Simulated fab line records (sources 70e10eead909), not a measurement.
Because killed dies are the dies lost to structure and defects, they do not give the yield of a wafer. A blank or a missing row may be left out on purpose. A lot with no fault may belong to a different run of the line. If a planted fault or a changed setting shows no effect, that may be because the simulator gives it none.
Comparing a struck lot with a sound one :: flow nandHarc :: 18 out of 1302 route steps
Sound: the wafers L589.1, L589.3, L589.6. The struck wafers were L599.1, L599.2, L599.3. Last of all comes the cause.
Per side, at each step with rows, come the tool, then ch with its chambers, and then its first start. Under that, the readings that differ: sound wafers :: struck wafers :: difference of the means :: sigmas: that difference in standard deviations of wafers without a fault.
alike: readings with means less than 2 such deviations apart, plus words and numbers identical on both sides. not compared: withheld readings, readings lacking a value on some wafer, bounds such as >300 that could conceal the same value, and numbers that have no deviation in the record and whose values overlap.
Wherever a step has rows on one side only, a row that says differs or no value, or a row with sigmas, the two part there. Non-overlapping numbers with no deviation appear without sigmas and do not part them. A reading missing from all wafers of one side parts the sides only when that side holds two or more wafers.

first, 3 steps without rows for these wafers: NHARC_P_BONDPAD_HARDBAKE_10 (time 65 s); NHARC_P_BONDPAD_DESCUM_11 (chemistry O2, time 3 s); NHARC_P_BONDPAD_ETCH_37 (etches the open film in N2/H2, target depth 60 nm, overetch 18 nm, time 65.91 s).
NHARC_P_BONDPAD_ETCH_12: etches the open film in CHF3/O2, target depth 200 nm, time 100 s.
  sound on rieDiel-09 ch 0,1; struck on rieDiel-08 ch 0,1,3
  alike: biasW, drypumpMotorCurrentA, oesProductAu, rfVppV, showerheadPlenumPTorr, throttleValvePct
  not compared: rfHoursCounterH
NHARC_P_BONDPAD_CD_MEAS_13:
  sound on cdSem-03 at day 8 09:35; struck on cdSem-02 at day 12 15:32
  alike: cdNm
NHARC_P_BONDPAD_STRIP_15: strips in O2.
  sound on rieDiel-08 ch 0,2, day 8 09:41; struck on rieDiel-09 ch 0,2,3, day 12 15:36
  alike: drypumpMotorCurrentA, oesProductAu, rfVppV, showerheadPlenumPTorr, throttleValvePct
  not compared: rfHoursCounterH
NHARC_P_BONDPAD_ETCH_24: etches the open film in CF4/N2, target depth 30 nm, time 72.99 s.
  sound on rieDiel-08 ch 0,1,3; struck on rieDiel-09 ch 0,2,3
  alike: biasW, drypumpMotorCurrentA, oesProductAu, rfVppV, showerheadPlenumPTorr, throttleValvePct
  not compared: rfHoursCounterH
then, 1 step without rows for these wafers: NHARC_P_BONDPAD_STRIP_16 (strips in post etch residue remover, time 600 s).
NHARC_P_BONDPAD_DEGAS_25: time 60 s.
  sound on pvdSputter-02 at day 8 10:14; struck on pvdSputter-01 at day 12 16:09
  alike: heaterPowerW
then, 2 steps without rows for these wafers: NHARC_P_BONDPAD_PRE_CLEAN_26 (time 30 s); NHARC_P_BONDPAD_PVD_17 (deposits TaN, target thk 5 nm, time 8.06 s).
NHARC_P_BONDPAD_PVD_27: deposits Cu, target thk 30 nm, time 20.49 s.
  sound on pvdSputter-02; struck on pvdSputter-01
  alike: throttleValvePct
NHARC_P_BONDPAD_ECD_18: material Cu, target thk 400 nm.
  sound on ecdCu-01 ch 0,1, day 8 10:38; struck on ecdCu-01 ch 0,1, day 12 16:31
  no value came back on the struck wafers for bathHeatDutyPct (%), bathTempC (C); on the sound wafers bathHeatDutyPct (%) reads 4.9 5.5 5.2
then, 2 steps without rows for these wafers: NHARC_P_BONDPAD_ANNEAL_28 (time 90 s); NHARC_P_BONDPAD_CMP_19 (polishes, t overpolish 30 s, cu recess touch 16 s, target thk 160.81 nm).
NHARC_P_BONDPAD_THK_MEAS_20: measures by xrf.
  sound on filmMetro-01 at day 8 11:37; struck on filmMetro-02 at day 12 17:34
reading: thkNm (nm)
sound: 160.8 161.6 159.2
struck: 31.1 30.5 29.7
difference: -130.1
sigmas: -99 or more
then, 1 step without rows for these wafers: NHARC_P_BONDPAD_SRD_21 (time 30 s, dry time 20 s).
-- break in the record here, with 18 days between the starts of the struck wafers on either side (left off in module P_BONDPAD, picked up again in module END, where the first step shown is number 1302 on the route) --
NHARC_END_SORT_01:
  sound on prober-02 ch 0, day 25 10:53; struck on prober-01 ch 0, day 30 09:58
reading: defectLimitedYield (%)
sound: 87.0 85.2 89.2
struck: 0 0 0
difference: -87
sigmas: -34

reading: killedAtArray
sound: 84 92 71
struck: 26 20 20
difference: -60
sigmas: -4

reading: killedAtPeriphery
sound: 3 4 2
struck: 651 655 657
difference: +651
sigmas: +99 or more

reading: killedDies
sound: 88 100 73
struck: 677 677 677
difference: +590
sigmas: +33

reading: sort_bin_2_pct (%)
sound: 4.6 5.8 5.9
struck: 96.3 97.2 96.2
difference: +91.1
sigmas: +76

reading: sort_bin_3_pct (%)
sound: 2.1 1.5 0.7
struck: 0.3 0.1 0.1
difference: -1.3
sigmas: -3

reading: sortNPass
sound: 589 577 604
struck: 0 0 0
difference: -590
sigmas: -33

reading: sortRimYieldPct (%)
sound: 79 75 83
struck: 0 0 0
difference: -79
sigmas: -16

reading: sortYieldPct (%)
sound: 87.0 85.2 89.2
struck: 0 0 0
difference: -87
sigmas: -34
  alike: killedAtOther, killedOpen, killedShort, sort_bin_4_pct

## WHERE THEY PART
Last at NHARC_END_SORT_01 as far as this record goes, first at NHARC_P_BONDPAD_ECD_18.

WHY: what the simulator had put in
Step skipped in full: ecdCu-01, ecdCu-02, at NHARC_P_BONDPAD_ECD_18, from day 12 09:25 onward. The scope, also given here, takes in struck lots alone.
